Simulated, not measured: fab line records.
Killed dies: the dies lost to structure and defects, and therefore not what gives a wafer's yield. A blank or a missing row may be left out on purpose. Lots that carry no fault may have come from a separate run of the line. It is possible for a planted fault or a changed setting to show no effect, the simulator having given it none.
Chamber matching | flow n5_finfet | ald_sin-01 running N5_BEOL_M0_SAQP_ALD_48: 4 sister chambers
The step deposits SiO2, target thk 20 nm, pulse time 1 s, co reactant pulse time 1 s. 18 wafers are shown with their chamber, then 9 later ones without.

== WAFERS, EACH WITH ITS CHAMBER ==
wafer  | chamber | heater_power_w (W) | heater_power_outer_w (W) | precursor_pulse_height_rel
L078.1 | 0       | 75                 | 41                       | 1.011
L078.3 | 2       | 77                 | 41                       | 1.017
L078.4 | 1       | 73                 | 39                       | 0.973
L082.1 | 2       | 78                 | 42                       | 0.974
L082.2 | 1       | 75                 | 39                       | 0.991
L082.6 | 0       | 76                 | 41                       | 0.991
L084.1 | 1       | 75                 | 38                       | 1.023
L084.5 | 3       | 81                 | 40                       | 1.014
L084.6 | 0       | 74                 | 42                       | 1.030
L085.1 | 1       | 73                 | 39                       | 0.970
L085.3 | 3       | 81                 | 40                       | 0.971
L085.6 | 1       | 73                 | 40                       | 0.960
L090.1 | 1       | 73                 | 40                       | 1.005
L090.3 | 2       | 79                 | 42                       | 0.973
L090.5 | 2       | 76                 | 41                       | 0.989
L091.1 | 1       | 75                 | 39                       | 0.991
L091.4 | 2       | 76                 | 43                       | 0.985
L091.6 | 3       | 82                 | 40                       | 1.000

SIGNATURES (averages over the wafers above)
reading                    | chamber 0 | chamber 1 | chamber 2 | chamber 3 | scatter within a chamber
heater_power_w             | 75.00     | 73.86     | 77.20     | 81.33     | 1.08
heater_power_outer_w       | 41.33     | 39.14     | 41.80     | 40.00     | 0.672
precursor_pulse_height_rel | 1.01067   | 0.98757   | 0.98760   | 0.99500   | 0.0205
Rule: a wafer's distance from a chamber is the root of the sum, over the readings, of the square of ((its reading less the chamber's mean) divided by the reading's scatter). The wafer belongs to the nearest chamber; if the next one is less than 2 further off, it can't be placed. The scatter: the root of (the sum of the squares of (reading less its chamber's mean) over the shown wafers, divided by (wafers less chambers)).

== WAFERS WITH NO CHAMBER GIVEN ==
wafer  | heater_power_w (W) | heater_power_outer_w (W) | precursor_pulse_height_rel
L092.2 | 80                 | 39                       | 1.010
L092.3 | 75                 | 41                       | 1.027
L092.6 | 74                 | 39                       | 0.985
L095.1 | 79                 | 42                       | 0.983
L095.4 | 74                 | 41                       | 0.972
L095.6 | 75                 | 38                       | 1.033
L097.1 | 75                 | 39                       | 1.007
L097.3 | 78                 | 43                       | 1.003
L097.6 | 74                 | 39                       | 1.017

== WHICH CHAMBER EACH WENT THROUGH ==
wafer  | from the rows above          | in truth
L092.2 | 3                            | 3
L092.3 | 0                            | 0
L092.6 | 1                            | 1
L095.1 | 2                            | 2
L095.4 | can't be placed: 0 or 1 or 2 | 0
L095.6 | 1                            | 1
L097.1 | 1                            | 1
L097.3 | can't be placed: 2 or 0      | 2
L097.6 | 1                            | 1
7 of 9 placed correctly. From these rows, 2 cannot be placed; in 2 the true chamber is one of the candidates. 0 placed wrongly.
